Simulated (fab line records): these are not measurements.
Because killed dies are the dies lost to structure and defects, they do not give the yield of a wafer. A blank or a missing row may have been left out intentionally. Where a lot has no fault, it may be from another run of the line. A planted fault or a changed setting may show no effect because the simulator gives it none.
Which of the tools did it? -- flow n5-finfet -- 72 wafers from 24 lots sampled at 6 of the route's 1938 steps

== WHAT EACH GAUGE READ, for each wafer ==
N5_BEOL_M2_CD_MEAS_11 targets a cd of 16.79 nm.
lot,measured,on,cd-nm (nm)
L074,day 6 16:51,cd-sem-01,16.78 17.00 16.65
L075,day 6 18:28,cd-sem-01,17.49 16.76 16.89
L076,day 7 03:03,cd-sem-01,16.75 16.63 17.21
L077,day 7 20:06,cd-sem-01,16.71 16.86 16.47
L078,day 8 01:40,cd-sem-02,16.99 16.84 16.98
L079,day 8 07:35,cd-sem-01,17.09 16.59 17.04
L080,day 8 07:46,cd-sem-02,16.90 17.20 16.81
L081,day 8 10:59,cd-sem-03,16.27 16.77 16.72
L082,day 8 14:08,cd-sem-02,16.80 16.47 16.48
L083,day 8 15:02,cd-sem-02,16.68 16.67 16.89
L084,day 9 13:34,cd-sem-02,16.69 16.26 16.75
L085,day 9 16:45,cd-sem-01,16.69 16.58 16.49
L086,day 9 17:07,cd-sem-02,16.85 17.01 16.98
L087,day 10 05:13,cd-sem-03,16.64 17.43 16.89
L088,day 10 05:22,cd-sem-03,17.00 16.98 16.88
L089,day 10 12:14,cd-sem-02,17.04 16.65 16.89
L090,day 10 12:25,cd-sem-01,16.81 16.70 17.19
L091,day 11 00:22,cd-sem-01,16.57 16.92 16.91
L092,day 11 03:52,cd-sem-02,17.13 16.50 16.81
L093,day 11 05:05,cd-sem-01,16.89 17.06 17.03
L094,day 12 02:34,cd-sem-03,16.63 16.96 16.50
L095,day 12 02:52,cd-sem-03,16.74 16.17 16.99
L096,day 12 05:24,cd-sem-03,16.68 17.24 16.91
L097,day 12 13:31,cd-sem-01,16.80 17.03 16.71

== TOOL THAT RAN EACH LOT (tool first, then ch and the chambers of the sampled wafers, then the start) ==
lot,N5_BEOL_M1_ETCH_77,N5_BEOL_M1_SPUTTER_79,N5_BEOL_M1_SPUTTER_86,N5_BEOL_M1_SPUTTER_94,N5_BEOL_M2_PECVD_72
L074,"rie-diel-04 ch 0,2,3, day 6 08:37","pvd-sputter-02, day 6 12:21","pvd-sputter-02, day 6 12:47","pvd-sputter-02, day 6 13:40","pecvd-04 ch 0,1, day 6 15:10"
L075,"rie-diel-03 ch 0,1,3, day 6 09:11","pvd-sputter-02, day 6 14:17","pvd-sputter-02, day 6 14:44","pvd-sputter-02, day 6 15:37","pecvd-02 ch 0,1, day 6 17:09"
L076,"rie-diel-06 ch 1,3, day 6 17:44","pvd-sputter-03, day 6 20:45","pvd-sputter-03, day 6 21:11","pvd-sputter-03, day 6 22:04","pecvd-04 ch 1,2, day 6 23:31"
L077,"rie-diel-06 ch 1,2,3, day 6 21:11","pvd-sputter-03, day 7 16:49","pvd-sputter-03, day 7 17:15","pvd-sputter-03, day 7 18:08","pecvd-04 ch 0,1, day 7 19:34"
L078,"rie-diel-03 ch 0,1,3, day 7 00:07","pvd-sputter-02, day 7 21:26","pvd-sputter-02, day 7 21:52","pvd-sputter-02, day 7 22:45","pecvd-04 ch 0,1,2, day 8 00:11"
L079,"rie-diel-03 ch 1,3, day 7 16:43","pvd-sputter-01, day 8 02:15","pvd-sputter-01, day 8 02:44","pvd-sputter-01, day 8 03:44","pecvd-02 ch 0,1,2, day 8 05:13"
L080,"rie-diel-04 ch 1,2,3, day 7 20:04","pvd-sputter-02, day 8 02:31","pvd-sputter-02, day 8 02:57","pvd-sputter-02, day 8 03:50","pecvd-04 ch 0,1,2, day 8 05:16"
L081,"rie-diel-04 ch 1,2,3, day 7 23:04","pvd-sputter-03, day 8 05:35","pvd-sputter-03, day 8 06:01","pvd-sputter-03, day 8 06:54","pecvd-03 ch 0,1, day 8 08:47"
L082,"rie-diel-04 ch 0,1, day 8 02:02","pvd-sputter-02, day 8 08:53","pvd-sputter-02, day 8 09:19","pvd-sputter-02, day 8 10:12","pecvd-02 ch 0,2, day 8 11:39"
L083,"rie-diel-06 ch 1,2,3, day 8 08:57","pvd-sputter-01, day 8 11:49","pvd-sputter-01, day 8 12:15","pvd-sputter-01, day 8 13:08","pecvd-03 ch 0,1,2, day 8 14:34"
L084,"rie-diel-03 ch 1,2, day 8 18:37","pvd-sputter-02, day 9 08:52","pvd-sputter-02, day 9 09:19","pvd-sputter-02, day 9 10:11","pecvd-02 ch 0,1,2, day 9 11:39"
L085,"rie-diel-06 ch 0,1,3, day 8 22:37","pvd-sputter-01, day 9 11:05","pvd-sputter-01, day 9 11:31","pvd-sputter-01, day 9 12:24","pecvd-03 ch 0,1, day 9 13:50"
L086,"rie-diel-06 ch 0,1,3, day 9 03:58","pvd-sputter-03, day 9 12:55","pvd-sputter-03, day 9 13:22","pvd-sputter-03, day 9 14:14","pecvd-03 ch 0,1, day 9 15:45"
L087,"rie-diel-03 ch 0,2, day 9 14:34","pvd-sputter-02, day 9 22:38","pvd-sputter-02, day 9 23:05","pvd-sputter-02, day 9 23:58","pecvd-04 ch 0,1,2, day 10 01:23"
L088,"rie-diel-04 ch 0,1,3, day 9 14:45","pvd-sputter-02, day 10 01:19","pvd-sputter-02, day 10 01:46","pvd-sputter-02, day 10 02:38","pecvd-03 ch 1, day 10 04:05"
L089,"rie-diel-03 ch 0,2, day 10 02:09","pvd-sputter-03, day 10 06:43","pvd-sputter-03, day 10 07:10","pvd-sputter-03, day 10 08:02","pecvd-02 ch 0,2, day 10 09:28"
L090,"rie-diel-03 ch 0,1,3, day 10 02:17","pvd-sputter-02, day 10 06:50","pvd-sputter-02, day 10 07:17","pvd-sputter-02, day 10 08:10","pecvd-03 ch 0,1, day 10 09:35"
L091,"rie-diel-06 ch 0,1,2, day 10 10:13","pvd-sputter-03, day 10 19:40","pvd-sputter-03, day 10 20:07","pvd-sputter-03, day 10 20:59","pecvd-03 ch 1,2, day 10 22:47"
L092,"rie-diel-03 ch 1,2,3, day 10 15:04","pvd-sputter-01, day 10 21:58","pvd-sputter-01, day 10 22:25","pvd-sputter-01, day 10 23:17","pecvd-02 ch 0,1,2, day 11 00:52"
L093,"rie-diel-03 ch 1,2, day 10 20:13","pvd-sputter-02, day 11 01:03","pvd-sputter-02, day 11 01:29","pvd-sputter-02, day 11 02:22","pecvd-03 ch 0,1, day 11 03:48"
L094,"rie-diel-03 ch 1,2, day 11 01:09","pvd-sputter-02, day 11 21:25","pvd-sputter-02, day 11 21:51","pvd-sputter-02, day 11 22:44","pecvd-02 ch 0,1, day 12 00:10"
L095,"rie-diel-06 ch 0,3, day 11 06:25","pvd-sputter-01, day 11 22:02","pvd-sputter-01, day 11 22:29","pvd-sputter-01, day 11 23:22","pecvd-03 ch 0,1,2, day 12 00:48"
L096,"rie-diel-06 ch 0,1,2, day 11 17:52","pvd-sputter-03, day 12 02:07","pvd-sputter-03, day 12 02:33","pvd-sputter-03, day 12 03:26","pecvd-03 ch 0,1, day 12 04:57"
L097,"rie-diel-06 ch 0,1,3, day 12 04:08","pvd-sputter-03, day 12 08:52","pvd-sputter-03, day 12 09:19","pvd-sputter-03, day 12 10:11","pecvd-02 ch 0,1,2, day 12 11:38"
- N5_BEOL_M1_ETCH_77: etches underlayer in N2/H2, target depth 6.5 nm, time 5.2 s.
- N5_BEOL_M1_SPUTTER_79: material Cu, target thk 4.5 nm, time 8.29 s.
- N5_BEOL_M1_SPUTTER_86: material Cu, target thk 4.5 nm, time 8.29 s.
- N5_BEOL_M1_SPUTTER_94: material Cu, target thk 4.5 nm, time 8.29 s.
- N5_BEOL_M2_PECVD_72: deposits SiO2 from TEOS/O2, target thk 16 nm, time 18 s.

== AS READ BY THE TOOLS THEMSELVES (means over the sampled wafers that have a number; for cases with no such wafer, the mark the record gives instead) ==
N5_BEOL_M1_ETCH_77.
lot,tool,drypump-motor-current-A (A),etch-rf-on-time-s (s),oes-product-au (a.u.),rf-fwd-power-W (W),rf-vpp-V (V),showerhead-plenum-p-Torr (Torr),throttle-valve-pct (%)
L074,rie-diel-04,6.0,5.32,0.65,821.9,525.1,2.63,17.96
L075,rie-diel-03,6.1,5.40,0.59,819.5,526.0,2.63,18.00
L076,rie-diel-06,5.8,5.40,0.62,816.6,522.2,2.47,18.08
L077,rie-diel-06,5.6,5.34,0.65,820.0,522.4,2.48,17.94
L078,rie-diel-03,6.1,5.46,0.58,819.9,527.0,2.62,18.02
L079,rie-diel-03,6.2,5.48,0.57,819.8,525.1,2.62,17.88
L080,rie-diel-04,6.0,5.28,0.62,817.8,526.6,2.64,18.04
L081,rie-diel-04,6.1,5.25,0.62,819.2,526.5,2.64,18.04
L082,rie-diel-04,6.2,5.33,0.66,819.7,526.6,2.62,17.63
L083,rie-diel-06,5.6,5.28,0.64,819.7,523.1,2.48,17.97
L084,rie-diel-03,5.7,5.33,0.62,820.8,524.7,2.58,17.89
L085,rie-diel-06,5.6,5.30,0.61,818.8,522.2,2.50,18.12
L086,rie-diel-06,5.6,5.33,0.61,818.4,522.4,2.49,18.11
L087,rie-diel-03,5.9,5.04,0.67,820.1,522.0,2.51,17.83
L088,rie-diel-04,5.9,5.38,0.65,818.9,526.7,2.62,17.82
L089,rie-diel-03,6.0,5.19,0.62,819.2,524.0,2.56,18.06
L090,rie-diel-03,6.1,5.41,0.64,820.6,526.5,2.61,17.92
L091,rie-diel-06,5.4,5.26,0.64,818.6,523.4,2.50,18.00
L092,rie-diel-03,5.9,5.29,0.69,818.2,523.8,2.56,17.69
L093,rie-diel-03,5.7,5.16,0.66,819.8,521.1,2.52,17.76
L094,rie-diel-03,5.7,5.14,0.66,816.6,522.4,2.52,17.78
L095,rie-diel-06,5.8,5.28,0.59,819.9,520.4,2.45,18.20
L096,rie-diel-06,5.4,5.22,0.63,818.2,520.6,2.50,18.02
L097,rie-diel-06,5.6,5.37,0.59,822.6,522.3,2.49,18.14

N5_BEOL_M1_SPUTTER_79.
lot,tool,chuck-sensor-temp-C (C),throttle-valve-pct (%)
L074,pvd-sputter-02,-15.7,29.1
L075,pvd-sputter-02,-16.0,29.7
L076,pvd-sputter-03,-15.9,30.6
L077,pvd-sputter-03,-16.3,29.5
L078,pvd-sputter-02,-15.8,29.2
L079,pvd-sputter-01,-16.2,30.2
L080,pvd-sputter-02,-15.9,29.8
L081,pvd-sputter-03,-16.2,30.5
L082,pvd-sputter-02,-16.0,30.3
L083,pvd-sputter-01,-16.3,30.4
L084,pvd-sputter-02,-15.9,29.3
L085,pvd-sputter-01,-16.0,30.7
L086,pvd-sputter-03,-16.5,30.8
L087,pvd-sputter-02,-15.9,30.5
L088,pvd-sputter-02,-16.1,29.8
L089,pvd-sputter-03,-16.8,29.8
L090,pvd-sputter-02,-16.0,30.4
L091,pvd-sputter-03,-16.1,29.9
L092,pvd-sputter-01,-16.4,30.7
L093,pvd-sputter-02,-16.0,29.9
L094,pvd-sputter-02,-15.8,28.6
L095,pvd-sputter-01,-15.8,29.7
L096,pvd-sputter-03,-15.8,31.1
L097,pvd-sputter-03,-16.4,30.6

N5_BEOL_M1_SPUTTER_86.
lot,tool,chuck-sensor-temp-C (C),throttle-valve-pct (%)
L074,pvd-sputter-02,-15.7,29.1
L075,pvd-sputter-02,-16.0,29.6
L076,pvd-sputter-03,-15.9,30.6
L077,pvd-sputter-03,-16.2,29.6
L078,pvd-sputter-02,-15.8,29.3
L079,pvd-sputter-01,-16.1,30.1
L080,pvd-sputter-02,-16.0,29.6
L081,pvd-sputter-03,-16.2,30.4
L082,pvd-sputter-02,-16.1,30.5
L083,pvd-sputter-01,-16.3,30.5
L084,pvd-sputter-02,-16.0,29.2
L085,pvd-sputter-01,-16.1,30.7
L086,pvd-sputter-03,-16.5,30.9
L087,pvd-sputter-02,-16.0,30.3
L088,pvd-sputter-02,-16.0,29.8
L089,pvd-sputter-03,-16.7,30.0
L090,pvd-sputter-02,-16.0,30.4
L091,pvd-sputter-03,-16.2,29.9
L092,pvd-sputter-01,-16.4,30.5
L093,pvd-sputter-02,-16.0,29.8
L094,pvd-sputter-02,-15.8,28.8
L095,pvd-sputter-01,-15.8,29.7
L096,pvd-sputter-03,-16.0,31.0
L097,pvd-sputter-03,-16.3,30.4

N5_BEOL_M1_SPUTTER_94.
lot,tool,chuck-sensor-temp-C (C),throttle-valve-pct (%)
L074,pvd-sputter-02,-15.9,29.1
L075,pvd-sputter-02,-15.9,29.7
L076,pvd-sputter-03,-16.0,30.6
L077,pvd-sputter-03,-16.3,29.4
L078,pvd-sputter-02,-15.9,29.1
L079,pvd-sputter-01,-16.1,30.2
L080,pvd-sputter-02,-15.9,29.6
L081,pvd-sputter-03,-16.2,30.6
L082,pvd-sputter-02,-15.9,30.4
L083,pvd-sputter-01,-16.3,30.5
L084,pvd-sputter-02,-15.8,29.2
L085,pvd-sputter-01,-16.2,30.8
L086,pvd-sputter-03,-16.6,30.9
L087,pvd-sputter-02,-16.0,30.2
L088,pvd-sputter-02,-15.9,29.9
L089,pvd-sputter-03,-16.6,29.8
L090,pvd-sputter-02,-15.9,30.4
L091,pvd-sputter-03,-16.2,30.0
L092,pvd-sputter-01,-16.4,30.5
L093,pvd-sputter-02,-16.1,29.9
L094,pvd-sputter-02,-15.9,28.5
L095,pvd-sputter-01,-15.8,29.7
L096,pvd-sputter-03,-15.8,31.1
L097,pvd-sputter-03,-16.3,30.5

N5_BEOL_M2_PECVD_72.
lot,tool,chamber-pressure-Torr (Torr),heater-power-w (W),rf-fwd-power-W (W),showerhead-plenum-p-Torr (Torr),throttle-valve-pct (%)
L074,pecvd-04,5.492,699,441.9,8.76,23.1
L075,pecvd-02,5.506,844,443.5,8.72,21.4
L076,pecvd-04,5.495,741,443.5,8.74,23.1
L077,pecvd-04,5.486,727,442.3,8.78,23.1
L078,pecvd-04,5.498,768,444.5,8.78,23.0
L079,pecvd-02,5.514,745,442.7,8.75,21.5
L080,pecvd-04,5.502,714,444.6,8.78,22.9
L081,pecvd-03,5.503,742,442.6,8.88,21.9
L082,pecvd-02,5.495,710,445.5,8.78,21.8
L083,pecvd-03,5.495,705,444.7,8.82,21.9
L084,pecvd-02,5.513,753,443.6,8.76,21.6
L085,pecvd-03,5.501,819,446.2,8.90,22.1
L086,pecvd-03,5.509,809,443.9,8.90,22.3
L087,pecvd-04,5.505,720,443.7,8.78,22.9
L088,pecvd-03,5.498,802,444.8,8.95,22.7
L089,pecvd-02,5.481,732,445.0,8.78,21.6
L090,pecvd-03,5.502,826,441.9,8.82,21.8
L091,pecvd-03,5.505,668,443.8,8.81,21.4
L092,pecvd-02,5.511,783,443.9,8.75,21.7
L093,pecvd-03,5.501,756,443.5,8.87,22.4
L094,pecvd-02,5.496,764,446.5,8.74,21.5
L095,pecvd-03,5.504,745,445.2,8.83,21.8
L096,pecvd-03,5.496,767,443.3,8.89,22.4
L097,pecvd-02,5.503,806,443.8,8.76,21.6

== THE ANSWER, worked out from the rows above alone ==
Rule: what is usual is taken from the lots themselves. Put in order of their means at a reading, lots are off if they are a third of the lots or fewer, leave a main group of 4 or more, and stand apart from it by a gap of 3 or more times the standard deviation of the main group's means; of several such gaps the widest counts. If all means in a main group match to the digits the tables above print for the reading, that group is not used. A lot without any number at a reading at which 4 lots or more have one is off too. Where the step has rows for the other lots, those lots are counted as sound. The gauges are gone through in route order, then the tools' own readings, and for those a lot's mean is taken as printed above. The first step at which some lot is off is used, and at that step the reading that is off furthest; a lot without a number counts as furthest.
No lot is off at any reading shown: from this, nothing can be told.

== WHAT HAD BEEN PUT IN BY THE SIMULATOR ==
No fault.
